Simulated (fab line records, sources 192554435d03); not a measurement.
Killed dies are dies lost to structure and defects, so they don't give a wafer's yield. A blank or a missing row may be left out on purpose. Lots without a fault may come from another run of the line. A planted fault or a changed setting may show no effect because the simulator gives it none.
Which tool did it? | flow n5_finfet | 10 lots, 29 wafers sampled, at 1 step of a route of 1938

WHAT THE GAUGES READ, wafer by wafer
N5_HKMG_FIN_THK_MEAS_70: measures by xrf.
lot  | measured    | on            | HK_THK (nm)
L338 | day 4 12:46 | film_metro-02 | 1.609 1.615 1.600
L340 | day 4 20:27 | film_metro-01 | 1.614 1.603 1.595
L344 | day 5 20:50 | film_metro-02 | 1.607 1.650 1.596
L345 | day 6 06:05 | film_metro-02 | 1.582 1.617 1.603
L347 | day 6 15:19 | film_metro-02 | 1.644 1.572 1.601
L348 | day 6 18:02 | film_metro-02 | 1.624 1.627 1.588
L349 | day 7 03:50 | film_metro-01 | 1.597 1.607 1.616
L352 | day 7 23:07 | film_metro-02 | 1.591 1.585 1.591
L353 | day 8 01:43 | film_metro-02 | 1.591 1.600 1.561
L360 | day 9 22:20 | film_metro-01 | 1.592 1.637

WHICH TOOL RAN EACH LOT (tool, then ch and the chambers of the sampled wafers, then the start)
The record holds no process step before these readings.

THE ANSWER, worked out from the rows above alone
Rule: what is usual is taken from the lots themselves. Put in order of their means at a reading, lots are off if they are a third of the lots or fewer, leave a main group of 4 or more, and stand apart from it by a gap of 3 or more times the standard deviation of the main group's means; of several such gaps the widest counts. A main group whose means are all the same, to the digits that the tables above print for the reading, isn't used. A lot without any number at a reading at which 4 lots or more have one is off too. The other lots that the step has rows for count as sound.
No lot is off at any reading shown: from this, nothing can be told.

WHAT THE SIMULATOR HAD PUT IN
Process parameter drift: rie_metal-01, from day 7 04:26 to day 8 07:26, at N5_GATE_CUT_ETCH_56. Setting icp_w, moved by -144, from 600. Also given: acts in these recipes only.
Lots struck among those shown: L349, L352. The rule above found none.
